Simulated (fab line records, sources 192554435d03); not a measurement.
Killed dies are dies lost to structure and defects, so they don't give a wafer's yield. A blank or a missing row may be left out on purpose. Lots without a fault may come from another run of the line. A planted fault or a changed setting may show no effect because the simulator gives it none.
Problem report in the 8D (eight disciplines) form, filled by code | flow n5_finfet | the parts of the form that need people (team, actions taken, sign-off) are left out

1. THE PROBLEM
thk_nm at N5_FIN_SAQP_THK_MEAS_05 reads a mean of 33.1 nm on 2 wafers of 2 lots; wafers without a fault read 37.9 nm with a standard deviation of 0.49. That is -9.8 standard deviations from the usual mean.
First seen on wafer L168.3, day 3 09:13, on film_metro-01. The record holds 40 wafers of 14 lots with a number at this step. Rule for "out", or "out of limits": more than 4 standard deviations from the usual mean. The other wafers with a number count as sound.

2. WHAT IT IS AND WHAT IT IS NOT
question                    | is               | is not
which readings at this step | thk_nm           | -
which lots                  | L168, L169       | L162, L163, L164, L166, L175, L177, L178, L180, L182, L183, L184, L185
which wafers of those lots  | L168.3, L169.3   | L168.6, L169.6
read on which gauges        | film_metro-01    | film_metro-02
when                        | from day 3 09:13 | up to then (13 sound wafers); but 25 sound wafers of L169, L175, L177, L178, L180, L182, L183, L184, L185 came after

3. SUSPECTS, AND WHAT RULES EACH OUT
Counting: a tool at a process step up to the reading stays a suspect if it ran every lot that is out. Sound lots after the first of them don't rule it out here, since some wafers of a struck lot are sound.
- the gauge at N5_FIN_SAQP_THK_MEAS_05: ruled out. All the wafers that are out were read on film_metro-01, but those of them that N5_FIN_SAQP_HM_OPEN_33 has rows for are out there too, on other tools.
- pecvd-04 at N5_FIN_SAQP_HM_DEP_03 (deposits SiNx from SiH4/NH3/N2, target thk 38 nm, time 33.6 s): kept. It ran every lot that is out, first L168 (day 3 09:07); its last sound lot up to then is L166 (day 2 21:05).
Left after counting: pecvd-04 at N5_FIN_SAQP_HM_DEP_03.

4. THE CAUSE (what the simulator had put in)
Process parameter drift: pecvd-04, from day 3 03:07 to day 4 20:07, at N5_FIN_SAQP_HM_DEP_03. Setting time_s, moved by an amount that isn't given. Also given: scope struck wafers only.
Counting left only this tool.

5. THE CHAIN OF EFFECTS, in route order
Each row: a reading whose mean over the struck wafers that have a number lies more than 3 standard deviations from the usual. Only readings for which the record gives a usual standard deviation are gone through. hours: the time from each lot's start at the first step in this table that gives one to its start at this step, as a median over the lots. sigmas: the change in usual standard deviations.
hours | step                    | reading           | usual   | on struck wafers | change | sigmas
0     | N5_FIN_SAQP_THK_MEAS_05 | thk_nm            | 37.9 nm | 33.1             | -4.8   | -9.8
5     | N5_FIN_SAQP_HM_OPEN_33  | etch_rf_on_time_s | 69.2 s  | 60.2             | -9.0   | -7.5
The process steps in it:
- N5_FIN_SAQP_HM_OPEN_33: chemistry CH3F/O2, target SiNx, target depth 49.4 nm, time 70.6 s.

6. WHAT WOULD HAVE CAUGHT IT SOONER
In this record the first reading out of limits at a measuring or inspecting step was taken at day 3 09:13, 6 hours after the fault began at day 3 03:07.
Of the tool readings at N5_FIN_SAQP_HM_DEP_03 for which the record gives a usual standard deviation, none was out on any struck wafer, so an alarm limit of 4 standard deviations on them would not have fired.
Of the lots that are out (2), L169 began N5_FIN_SAQP_HM_DEP_03 on pecvd-04 after day 3 09:13. A hold on the tool at that time would have spared it.
